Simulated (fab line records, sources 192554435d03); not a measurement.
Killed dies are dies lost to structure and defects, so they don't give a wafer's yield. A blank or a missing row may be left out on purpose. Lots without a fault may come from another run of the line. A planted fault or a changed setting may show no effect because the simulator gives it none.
Problem report in the 8D (eight disciplines) form, filled by code | flow n5_finfet | the parts of the form that need people (team, actions taken, sign-off) are left out

1. THE PROBLEM
spin_speed_rpm at N5_BEOL_M10_COAT_05 reads a mean of 1348.0 rpm on 6 wafers of 2 lots; wafers without a fault read 1500.2 rpm with a standard deviation of 1. That is -99 or more standard deviations from the usual mean.
The step: resist thk 90 nm.
First seen on wafer L464.1, day 13 17:47, on litho_track-01. The record holds 33 wafers of 11 lots with a number at this step. Rule for "out", or "out of limits": more than 4 standard deviations from the usual mean. The other wafers with a number count as sound.

2. WHAT IT IS AND WHAT IT IS NOT
question                    | is                     | is not
which readings at this step | spin_speed_rpm         | chill_plate_temp_C
which lots                  | L464, L467             | L452, L453, L455, L456, L460, L462, L468, L470, L472
which wafers of those lots  | all that have a number | -
read on which tools         | litho_track-01         | litho_track-02, litho_track-05
when                        | from day 13 17:47      | up to then (18 sound wafers); but 9 sound wafers of L468, L470, L472 came after

3. SUSPECTS, AND WHAT RULES EACH OUT
Counting: a tool at a process step up to the reading stays a suspect if it ran every lot that is out and no sound lot after the first of them.
- litho_track-01 at N5_BEOL_M10_COAT_05 (resist thk 90 nm): kept. It ran every lot that is out, first L464 (day 13 17:47), and no sound lot after that; its last sound lot up to then is L462 (day 13 08:47). Its own readings are out on those wafers: spin_speed_rpm.
Left after counting: litho_track-01 at N5_BEOL_M10_COAT_05.

4. THE CAUSE (what the simulator had put in)
Process parameter drift: litho_track-01, from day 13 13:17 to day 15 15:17, at N5_BEOL_M10_COAT_05. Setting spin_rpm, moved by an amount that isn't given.
Counting left only this tool.

5. THE CHAIN OF EFFECTS, in route order
Each row: a reading whose mean over the struck wafers that have a number lies more than 3 standard deviations from the usual. Only readings for which the record gives a usual standard deviation are gone through. hours: the time from each lot's start at the first step in this table that gives one to its start at this step, as a median over the lots. sigmas: the change in usual standard deviations.
hours | step                | reading        | usual      | on struck wafers | change | sigmas
0     | N5_BEOL_M10_COAT_05 | spin_speed_rpm | 1500.2 rpm | 1348.0           | -152.2 | -99 or more
The process steps in it:
- N5_BEOL_M10_COAT_05: resist thk 90 nm.
Later measuring or inspecting steps at which every struck wafer that the step has a row for has a number for every such reading, and none has moved that far: N5_BEOL_M10_CD_MEAS_11.

6. WHAT WOULD HAVE CAUGHT IT SOONER
In this record the first reading out of limits was taken at day 13 17:47, 4 hours after the fault began at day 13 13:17.
